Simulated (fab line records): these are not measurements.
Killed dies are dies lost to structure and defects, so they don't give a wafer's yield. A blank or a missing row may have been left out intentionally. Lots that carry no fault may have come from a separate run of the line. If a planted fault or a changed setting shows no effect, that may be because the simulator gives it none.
fab line records ; flow nand_harc
record: lots: 12; wafers: 36; last_day: 33
route steps=1302 shown P_GATE@145
lots untouched by any fault: they come from a run of this same line in which no faults occurred
start_h: hours from the record's opening day to when the first of the lot's shown wafers began ; wait_h: hours from the lot's prior step to this one ; " unchanged from the row above ; L1.1+2: several wafers, shown together as one row ; - no value, or no start given ; * or withheld: withheld ; < > ~ a bound
route shown NAME@n: a module of which the file shows steps, and the number in the route of the first ; usual: mean/standard deviation taken from wafers without a fault ; same: alike in all rows ; chamber/n: place in a boat ; sites: readings site by site ; _std_site: standard deviation of those values ; _edge_site: outer sites' mean less inner sites' ; radius_mm: for every site, how far away it sits from the centre of the wafer ; mask NAME#n: copy n ; behind: tool/chamber where the wafer was last shaped ; hold: why the lot was held/for how many hours/how that ended ; device: names the non-switching transistor (n, p or np) ; end of line: tests run on the same wafers once the route is complete ; step lacking rows: just its recipe ; killed: not the wafer's yield, but the dies lost to structure and defects at the first sort ; map: shows each die of a wafer: x if killed, . if not, _ if none is there
set.NAME: the setting the step ran with; set.NAME@STEP: the setting that earlier step ran with ; model.NAME: the simulator's own value behind a step, which no gauge read
route steps across a sampled set of lots; one table per step, one row per wafer
services: the hour from which a tool's chamber was out of use, counted from the record's first day as start_h (under 0 if before that day), plus the number of hours and why
== steps ==
step: NHARC_P_GATE_ETCH_104
recipe: target_depth_a: 600; time_s: withheld; cf4_flow_sccm: 100; chf3_flow_sccm: 30; ar_flow_sccm: 0; rf_w: 500; bias_w: 200; chemistry: CF4/CHF3
usual: drypump_motor_current_A: 5.6/0.57; oes_product_au: 0.951/0.023; rf_vpp_V: 371.2/2; showerhead_plenum_p_Torr: 1.59/0.058; throttle_valve_pct: 16.801/0.0086
lot.wafer;tool;chamber;start_h;wait_h;drypump_motor_current_A;oes_product_au;rf_vpp_V;showerhead_plenum_p_Torr;throttle_valve_pct
L172.1;rie_diel-07;2;96.51;0.1;6.0;0.921;373.0;1.68;16.797
L172.6;rie_diel-07;2;96.51;0.1;5.9;0.928;374.3;1.68;16.807
L172.5;rie_diel-07;3;96.51;0.1;6.5;0.932;370.1;1.55;16.809
L174.2;rie_diel-12;2;109.88;0.1;5.8;0.958;374.1;1.68;16.806
L174.1;rie_diel-12;3;109.88;0.1;4.6;1.004;370.4;1.52;16.788
L174.4;rie_diel-12;1;109.88;0.1;5.6;0.970;372.4;1.63;16.809
L176.4;rie_diel-12;2;135.06;0.1;5.7;0.915;373.7;1.68;16.805
L176.1;rie_diel-12;3;135.06;0.1;4.6;0.930;370.6;1.52;16.800
L176.3;rie_diel-12;0;135.06;0.1;5.0;0.921;373.4;1.69;16.804
L177.2;rie_diel-12;2;148.13;0.1;5.7;0.916;374.5;1.68;16.821
L177.1;rie_diel-12;3;148.13;0.1;4.6;0.959;369.1;1.52;16.803
L177.3;rie_diel-12;1;148.13;0.1;5.6;0.935;373.5;1.63;16.807
L178.3;rie_diel-05;1;161.19;0.1;5.6;0.920;367.5;1.50;16.797
L178.2;rie_diel-05;3;161.19;0.1;5.8;0.937;371.4;1.59;16.795
L178.5;rie_diel-05;0;161.19;0.1;5.3;0.921;372.1;1.59;16.798
L179.3;rie_diel-12;0;173.03;0.1;5.0;0.973;373.7;1.68;16.802
L179.6;rie_diel-12;3;173.03;0.1;4.7;0.974;368.5;1.52;16.805
L179.5;rie_diel-12;1;173.03;0.1;5.6;0.969;372.6;1.63;16.808
L184.2;rie_diel-05;3;216.34;0.1;5.8;0.953;372.0;1.59;16.801
L184.6;rie_diel-05;2;216.34;0.1;5.2;0.922;371.7;1.59;16.819
L184.5;rie_diel-05;3;216.34;0.1;5.8;0.945;371.5;1.59;16.817
L183.3;rie_diel-12;3;216.49;0.1;4.6;0.945;370.7;1.52;16.804
L183.4;rie_diel-12;2;216.49;0.1;5.7;0.912;372.7;1.68;16.791
L183.5;rie_diel-12;0;216.49;0.1;5.0;0.927;373.6;1.68;16.801
L190.1;rie_diel-07;3;280.23;0.1;6.5;0.971;369.3;1.55;16.800
L190.2;rie_diel-07;1;280.23;0.1;5.1;0.954;369.5;1.55;16.798
L190.5;rie_diel-07;2;280.23;0.1;6.0;0.969;374.7;1.68;16.792
L192.2;rie_diel-05;0;294.51;0.1;5.4;0.967;370.4;1.59;16.796
L192.1;rie_diel-05;2;294.51;0.1;5.2;0.944;371.6;1.59;16.802
L192.5;rie_diel-05;0;294.51;0.1;5.4;0.970;371.9;1.59;16.802
L194.2;rie_diel-05;0;313.73;0.1;5.3;0.939;371.2;1.59;16.808
L194.4;rie_diel-05;2;313.73;0.1;5.2;0.925;372.4;1.59;16.781
L194.3;rie_diel-05;3;313.73;0.1;5.8;0.947;372.6;1.59;16.800
L195.2;rie_diel-07;3;328.41;0.1;6.5;0.940;370.0;1.55;16.805
L195.3;rie_diel-07;0;328.41;0.1;6.7;0.924;369.5;1.56;16.814
L195.6;rie_diel-07;0;328.41;0.1;6.7;0.912;370.0;1.56;16.799
step: NHARC_P_GATE_ALD_36
recipe: target_thk_a: 200; pulse_time_s: 60; ald_cycles: 223; temp_c: 400; material: SiNx
usual: heater_power_w: 853/92; precursor_pulse_height_rel: 1.000/0.02
lot.wafer;tool;chamber;start_h;wait_h;heater_power_w;precursor_pulse_height_rel
L172.1;ald_sin-04;2;98.73;-;949;1.031
L172.5;ald_sin-04;1;101.88;-;822;0.999
L172.6;ald_sin-04;2;102.93;-;933;0.976
L174.1;ald_sin-02;2;111.05;-;724;1.032
L174.2;ald_sin-02;0;112.46;-;875;0.982
L174.4;ald_sin-02;2;115.27;-;746;1.048
L176.4;ald_sin-03;3;136.25;-;823;1.018
L176.3;ald_sin-03;0;137.30;-;866;1.003
L176.1;ald_sin-03;2;139.39;-;948;0.979
L177.1;ald_sin-02;1;149.35;-;1034;0.978
L177.3;ald_sin-02;2;150.78;-;725;1.007
L177.2;ald_sin-02;3;152.21;-;764;0.970
L178.2;ald_sin-04;1;164.52;-;817;1.000
L178.3;ald_sin-04;2;165.57;-;932;1.019
L178.5;ald_sin-04;3;166.62;-;772;1.029
L179.3;ald_sin-02;1;174.31;-;1033;0.980
L179.6;ald_sin-02;1;178.57;-;1071;0.985
L179.5;ald_sin-02;2;179.63;-;737;1.017
L183.3;ald_sin-04;3;217.66;-;747;0.990
L183.4;ald_sin-04;2;220.80;-;933;0.999
L183.5;ald_sin-04;0;222.89;-;832;0.986
L184.2;ald_sin-03;0;218.58;-;856;1.015
L184.6;ald_sin-03;3;221.79;-;765;1.001
L184.5;ald_sin-03;0;222.86;-;866;0.985
L190.2;ald_sin-04;1;281.39;-;814;0.995
L190.1;ald_sin-04;0;284.55;-;817;1.013
L190.5;ald_sin-04;2;286.66;-;877;0.997
L192.1;ald_sin-03;3;296.73;-;774;0.967
L192.2;ald_sin-03;0;297.79;-;857;0.964
L192.5;ald_sin-03;3;300.98;-;785;0.986
L194.2;ald_sin-02;2;315.95;-;714;0.960
L194.3;ald_sin-02;3;317.01;-;774;1.024
L194.4;ald_sin-02;0;318.06;-;831;1.018
L195.2;ald_sin-03;1;329.61;-;884;0.995
L195.3;ald_sin-03;2;330.68;-;950;0.981
L195.6;ald_sin-03;2;334.95;-;981;0.999
step: NHARC_P_GATE_EXPOSE_56
recipe: na: 0.6; target_cd_nm: 720; dose_mj: 14.81; mask_id: P_PSD
lot.wafer;tool;chamber;start_h;wait_h;mask
L172.1+5+6;krf_scanner-04;0;110.10;-;P_PSD#0
L174.1+2+4;krf_scanner-03;0;125.95;-;P_PSD#0
L176.1+3+4;krf_scanner-03;0;148.21;-;P_PSD#0
L177.1+2+3;krf_scanner-04;0;163.75;-;P_PSD#0
L178.2+3+5;krf_scanner-04;0;174.40;-;P_PSD#0
L179.3+5+6;krf_scanner-04;0;186.37;-;P_PSD#0
L184.2+5+6;krf_scanner-04;0;229.48;-;P_PSD_R1#0
L183.3+4+5;krf_scanner-03;0;229.77;-;P_PSD#0
L190.1+2+5;krf_scanner-04;0;293.38;-;P_PSD#0
L192.1+2+5;krf_scanner-03;0;307.84;-;P_PSD#0
L194.2+3+4;krf_scanner-02;0;326.92;-;P_PSD#0
L195.2+3+6;krf_scanner-04;0;341.83;-;P_PSD#0
step: NHARC_P_GATE_CD_MEAS_59
recipe: target_cd_nm: 720; landing_energy_ev: 500
usual: cd_nm: 719.7/1.5
lot.wafer;tool;chamber;start_h;wait_h;cd_nm
L172.1;cd_sem-03;0;110.26;-;717.3
L172.5;cd_sem-03;0;110.26;-;719.3
L172.6;cd_sem-03;0;110.26;-;720.9
L174.1;cd_sem-02;0;126.11;-;718.8
L174.2;cd_sem-02;0;126.11;-;719.9
L174.4;cd_sem-02;0;126.11;-;722.0
L176.1;cd_sem-03;0;148.37;-;720.0
L176.3;cd_sem-03;0;148.37;-;716.9
L176.4;cd_sem-03;0;148.37;-;717.8
L177.1;cd_sem-02;0;163.91;-;721.0
L177.2;cd_sem-02;0;163.91;-;720.4
L177.3;cd_sem-02;0;163.91;-;719.1
L178.2;cd_sem-02;0;174.55;-;720.1
L178.3;cd_sem-02;0;174.55;-;719.1
L178.5;cd_sem-02;0;174.55;-;721.5
L179.3;cd_sem-03;0;186.52;-;718.7
L179.5;cd_sem-03;0;186.52;-;721.7
L179.6;cd_sem-03;0;186.52;-;720.0
L184.2;cd_sem-02;0;229.63;-;738.3
L184.5;cd_sem-02;0;229.63;-;736.8
L184.6;cd_sem-02;0;229.63;-;737.4
L183.3;cd_sem-03;0;229.92;-;720.6
L183.4;cd_sem-03;0;229.92;-;720.2
L183.5;cd_sem-03;0;229.92;-;721.5
L190.1;cd_sem-02;0;293.54;-;723.0
L190.2;cd_sem-02;0;293.54;-;720.4
L190.5;cd_sem-02;0;293.54;-;718.5
L192.1;cd_sem-03;0;308.00;-;718.3
L192.2;cd_sem-03;0;308.00;-;719.4
L192.5;cd_sem-03;0;308.00;-;720.9
L194.2;cd_sem-02;0;327.07;-;717.3
L194.3;cd_sem-02;0;327.07;-;720.3
L194.4;cd_sem-02;0;327.07;-;719.7
L195.2;cd_sem-02;0;341.99;-;716.6
L195.3;cd_sem-02;0;341.99;-;717.5
L195.6;cd_sem-02;0;341.99;-;718.1
step: NHARC_P_GATE_DESCUM_93
recipe: time_s: 3; o2_flow_sccm: 200; ar_flow_sccm: 0; bias_power_w: 0; chemistry: O2
usual: drypump_motor_current_A: 5.5/0.49; oes_product_au: 1.001/0.012; rf_vpp_V: 57.9/0.87; showerhead_plenum_p_Torr: 1.94/0.077; throttle_valve_pct: 11.310/0.0093
lot.wafer;tool;chamber;start_h;wait_h;drypump_motor_current_A;oes_product_au;rf_hours_counter_h;rf_vpp_V;showerhead_plenum_p_Torr;throttle_valve_pct
L172.1;rie_diel-12;2;112.04;-;5.7;0.990;1;57.0;2.05;11.303
L172.6;rie_diel-12;3;112.04;-;4.6;1.015;-;57.7;1.85;11.329
L172.5;rie_diel-12;0;112.04;-;5.0;1.013;-;58.6;2.06;11.311
L174.4;rie_diel-07;2;127.94;-;6.0;1.000;0;59.5;2.05;11.302
L174.1;rie_diel-07;3;127.94;-;6.5;1.003;0;58.5;1.88;11.306
L174.2;rie_diel-07;0;127.94;-;6.7;0.988;0;58.5;1.90;11.314
L176.1;rie_diel-12;2;150.26;-;5.8;0.998;3;58.6;2.05;11.312
L176.3;rie_diel-12;3;150.26;-;4.6;1.013;2;58.7;1.85;11.307
L176.4;rie_diel-12;0;150.26;-;5.0;1.004;3;58.4;2.06;11.297
L177.3;rie_diel-05;1;165.65;-;5.6;0.995;8;59.5;1.82;11.307
L177.2;rie_diel-05;3;165.65;-;5.8;1.009;8;56.8;1.93;11.319
L177.1;rie_diel-05;0;165.65;-;5.3;0.987;7;57.8;1.93;11.295
L178.2;rie_diel-05;0;176.49;-;5.3;0.989;8;56.9;1.93;11.312
L178.3;rie_diel-05;1;176.49;-;5.6;0.984;8;60.0;1.82;11.318
L178.5;rie_diel-05;3;176.49;-;5.8;1.015;-;58.3;1.93;11.308
L179.3;rie_diel-05;3;188.41;-;5.8;1.023;8;59.1;1.93;11.300
L179.5;rie_diel-05;3;188.41;-;5.8;1.014;-;57.1;1.93;11.306
L179.6;rie_diel-05;0;188.41;-;5.3;0.983;-;57.8;1.93;11.315
L184.2;rie_diel-12;0;231.40;-;5.0;1.011;8;57.7;2.06;11.275
L184.6;rie_diel-12;2;231.40;-;5.7;0.989;-;59.4;2.05;11.302
L184.5;rie_diel-12;3;231.40;-;4.6;1.015;-;57.1;1.85;11.307
L183.4;rie_diel-12;1;231.70;-;5.7;1.004;8;57.3;1.98;11.324
L183.3;rie_diel-12;0;231.70;-;5.0;1.006;8;58.8;2.06;11.308
L183.5;rie_diel-12;1;231.70;-;5.6;0.999;-;58.3;1.98;11.298
L190.2;rie_diel-05;2;295.28;-;5.2;0.989;4;58.9;1.94;11.305
L190.1;rie_diel-05;0;295.28;-;5.4;0.998;3;58.5;1.93;11.320
L190.5;rie_diel-05;3;295.28;-;5.8;1.010;-;56.4;1.93;11.321
L192.2;rie_diel-12;0;309.86;-;5.0;1.001;2;57.9;2.05;11.291
L192.1;rie_diel-12;2;309.86;-;5.8;0.991;1;56.7;2.05;11.307
L192.5;rie_diel-12;1;309.86;-;5.6;1.002;-;58.8;1.98;11.307
L194.4;rie_diel-12;3;328.94;-;4.6;1.025;2;57.0;1.84;11.311
L194.3;rie_diel-12;0;328.94;-;5.0;0.995;2;58.1;2.05;11.310
L194.2;rie_diel-12;1;328.94;-;5.6;0.998;1;57.4;1.98;11.292
L195.2;rie_diel-05;1;343.74;-;5.6;0.996;6;57.3;1.82;11.317
L195.3;rie_diel-05;3;343.74;-;5.8;1.017;7;58.7;1.93;11.324
L195.6;rie_diel-05;0;343.74;-;5.3;1.007;-;56.7;1.93;11.308
== services ==
tool;chamber;start_h;hours;kind
ald_sin-04;-;79.44;10.0;pm
krf_scanner-03;-;89.52;0.8;repair
rie_diel-12;-;91.50;9.0;pm
ald_sin-02;-;91.77;0.8;repair
ald_sin-02;3;102.59;16.6;repair
ald_sin-04;-;108.59;0.4;repair
krf_scanner-03;-;110.86;0.2;repair
krf_scanner-03;-;114.65;0.2;repair
rie_diel-07;-;117.22;9.0;pm
rie_diel-12;3;119.41;12.6;repair
rie_diel-05;3;123.40;7.5;repair
ald_sin-02;-;126.34;10.0;pm
krf_scanner-04;-;127.74;4.3;repair
ald_sin-02;0;141.65;14.2;repair
rie_diel-12;0;144.59;5.2;repair
rie_diel-05;2;155.53;7.6;repair
rie_diel-12;2;171.94;7.2;repair
krf_scanner-04;-;182.01;4.0;pm
krf_scanner-04;-;209.49;0.4;repair
krf_scanner-04;-;221.43;3.9;repair
rie_diel-05;-;229.60;9.0;pm
rie_diel-12;-;268.50;9.0;pm
krf_scanner-04;-;280.89;6.2;repair
rie_diel-05;-;289.06;3.4;repair
== key ==
first_sign: step: NHARC_P_GATE_EXPOSE_56; reading: mask; direction: changed
effect: step: NHARC_P_GATE_CD_MEAS_59; reading: cd_nm; direction: up; sigmas: 11; usual: 719.7; struck: 737.5
met_at NHARC_P_GATE_EXPOSE_56
struck_lots L184
tester_left_out L184
not_acting_at NHARC_P_GATE_ETCH_104,NHARC_P_GATE_ALD_36,NHARC_P_GATE_DESCUM_93
onset_between 186.37 229.48
fault: kind: wrong_mask; tool: any; chamber: -; onset_h: 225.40; steps: NHARC_P_GATE_EXPOSE_56; aux_copy: P_PSD_R1#0; cd_offset_nm: 18.798; scope: struck_lots_only
tester_left_out: of these lots the tester's yield and bins aren't shown, on N5 and GAA mostly nor the transistor test; their killed dies are dies lost to structure and defects alone, not to doping, threshold or leakage, so they don't give the yield
